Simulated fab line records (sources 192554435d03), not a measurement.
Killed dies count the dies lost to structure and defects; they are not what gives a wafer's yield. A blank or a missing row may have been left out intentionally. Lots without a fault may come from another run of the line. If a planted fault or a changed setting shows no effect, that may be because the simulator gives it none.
Split-lot experiment | flow n5 finfet | 7 lots, 39 wafers read, on a route of 1938 steps

== ABOUT THE SPLIT ==
At N5_DUMMY_GATE_ETCH_31 (etches SiO2 in C4F6/O2, target depth 82.5 nm, time 27.5 s), the setting target depth a was moved away from the recipe's 825 angstrom on 15 of the 39 wafers read, by -10.5% to +6.2%. All remaining wafers had this setting at the recipe value.

Reading taken at the split's own step.

== THE READING ==
SOC_of_DUMMY_GATE_COAT_34.thk nm (the simulator's own value, which no gauge read), in nm, at N5_DUMMY_GATE_ETCH_31 (etches SiO2 in C4F6/O2, target depth 82.5 nm, time 27.5 s). The file does not state a usual value for it. Across the 24 wafers here that went through the recipe, the average is 51.7 nm and the standard deviation 0.2 nm.

wafer  | tool, chamber at the split | target depth a as run, angstrom | against the recipe | SOC_of_DUMMY_GATE_COAT_34.thk nm, nm | against lot-mates on the recipe
L074.1 | rie diel-04, 1             | 825                             | recipe             | 52                                   | -
L074.2 | rie diel-04, 2             | 825                             | recipe             | 51.8                                 | -
L074.3 | rie diel-04, 3             | 825                             | recipe             | 51.6                                 | -
L074.4 | rie diel-04, 3             | 825                             | recipe             | 51.6                                 | -
L074.5 | rie diel-04, 2             | 825                             | recipe             | 52                                   | -
L074.6 | rie diel-04, 1             | 825                             | recipe             | 51.8                                 | -
L075.1 | rie diel-02, 0             | 825                             | recipe             | 51.6                                 | -
L075.2 | rie diel-02, 2             | 825                             | recipe             | 51.4                                 | -
L075.3 | rie diel-02, 3             | 825                             | recipe             | 51.8                                 | -
L075.4 | rie diel-02, 1             | 750                             | -9.1%              | 52.4                                 | +0.8
L075.5 | rie diel-02, 0             | 750                             | -9.1%              | 52.2                                 | +0.6
L075.6 | rie diel-02, 1             | 750                             | -9.1%              | 52.4                                 | +0.8
L087.1 | rie diel-06, 3             | 825                             | recipe             | 51.8                                 | -
L087.2 | rie diel-06, 0             | 825                             | recipe             | 51.8                                 | -
L087.3 | rie diel-06, 2             | 825                             | recipe             | 51.6                                 | -
L089.1 | rie diel-06, 0             | 825                             | recipe             | 51.8                                 | -
L089.2 | rie diel-06, 2             | 825                             | recipe             | 51.6                                 | -
L089.3 | rie diel-06, 3             | 798                             | -3.3%              | 52.2                                 | +0.5
L089.4 | rie diel-06, 2             | 825                             | recipe             | 51.6                                 | -
L089.5 | rie diel-06, 0             | 798                             | -3.3%              | 52                                   | +0.3
L089.6 | rie diel-06, 3             | 798                             | -3.3%              | 51.8                                 | +0.1
L091.1 | rie diel-06, 0             | 789.3                           | -4.3%              | 52.2                                 | +0.6
L091.2 | rie diel-06, 2             | 825                             | recipe             | 51.4                                 | -
L091.3 | rie diel-06, 1             | 825                             | recipe             | 51.6                                 | -
L091.4 | rie diel-06, 3             | 825                             | recipe             | 51.8                                 | -
L091.5 | rie diel-06, 0             | 789.3                           | -4.3%              | 52                                   | +0.4
L091.6 | rie diel-06, 1             | 789.3                           | -4.3%              | 52                                   | +0.4
L092.1 | rie diel-02, 1             | 825                             | recipe             | 52                                   | -
L092.2 | rie diel-02, 0             | 738.1                           | -10.5%             | 52.8                                 | +0.7
L092.3 | rie diel-02, 2             | 738.1                           | -10.5%             | 52.6                                 | +0.5
L092.4 | rie diel-02, 3             | 825                             | recipe             | 52                                   | -
L092.5 | rie diel-02, 3             | 825                             | recipe             | 52.2                                 | -
L092.6 | rie diel-02, 2             | 738.1                           | -10.5%             | 52.6                                 | +0.5
L093.1 | rie diel-06, 0             | 876.4                           | +6.2%              | 51.2                                 | -0.5
L093.2 | rie diel-06, 2             | 876.4                           | +6.2%              | 51.2                                 | -0.5
L093.3 | rie diel-06, 1             | 825                             | recipe             | 51.8                                 | -
L093.4 | rie diel-06, 3             | 825                             | recipe             | 51.8                                 | -
L093.5 | rie diel-06, 1             | 876.4                           | +6.2%              | 51.2                                 | -0.5
L093.6 | rie diel-06, 0             | 825                             | recipe             | 51.4                                 | -

THE FIT
A straight line over all 39 wafers: SOC_of_DUMMY_GATE_COAT_34.thk nm changes by -0.08 nm for each +1% of target depth a; r = -0.88; the points scatter about the line by 0.18 nm.
The same after taking each lot's own level away (the mean of its wafers on the recipe; 39 wafers): -0.0716 nm for each +1%; r = -0.90; scatter 0.15 nm.
According to that fit, moving target depth a by its largest amount changes the reading by 0.75 nm.
Measured against the standard deviation above, the lots' own levels, which go from 51.60 to 52.07 nm, span 2.3 times it.
In other words, the slope is changed by the lot-to-lot level; the two fits disagree.
Check: +0.772 nm against its lot-mates is what the line predicts for one of the wafers moved furthest among these (-10.5%) when that wafer is left out of the fit. Against them it came out at +0.733 nm.

== ADDITIONAL SPLITS CARRIED BY THESE WAFERS ==
Before the reading, these wafers also passed through other splits. Each is held against what the fit with the lots' levels taken away leaves over:
other split on the same wafers     | wafers away from the commonest value | r with SOC_of_DUMMY_GATE_COAT_34.thk nm (lot level and that fit taken away)
N5_WELL_APT_EXPOSE_22 dose mj      | 12                                   | +0.05
N5_FIN_SAQP_HM_DEP_72 target thk a | 9                                    | +0.29
N5_FIN_SAQP_ETCH_52 source w       | 12                                   | -0.04
N5_DUMMY_GATE_ETCH_37 source w     | 9                                    | +0.19

== THE WHOLE CHAIN: every reading that the file lists as answering this split, in the file's order ==
step                  | what it does                                              | reading                                                                           | change (the file's fit)                | r (the file's)
N5_DUMMY_GATE_ETCH_31 | etches SiO2 in C4F6/O2, target depth 82.5 nm, time 27.5 s | etch.depth nm (the simulator's own value, which no gauge read)                    | +0.764 nm for each +1% of the setting  | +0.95
N5_DUMMY_GATE_ETCH_31 | etches SiO2 in C4F6/O2, target depth 82.5 nm, time 27.5 s | SOC_of_DUMMY_GATE_COAT_34.thk nm (the simulator's own value, which no gauge read) | -0.0726 nm for each +1% of the setting | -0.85

== THE FILE'S OWN FIT ==
SOC_of_DUMMY_GATE_COAT_34.thk nm changes by -0.0726 nm for each +1% of target depth a, r = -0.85.
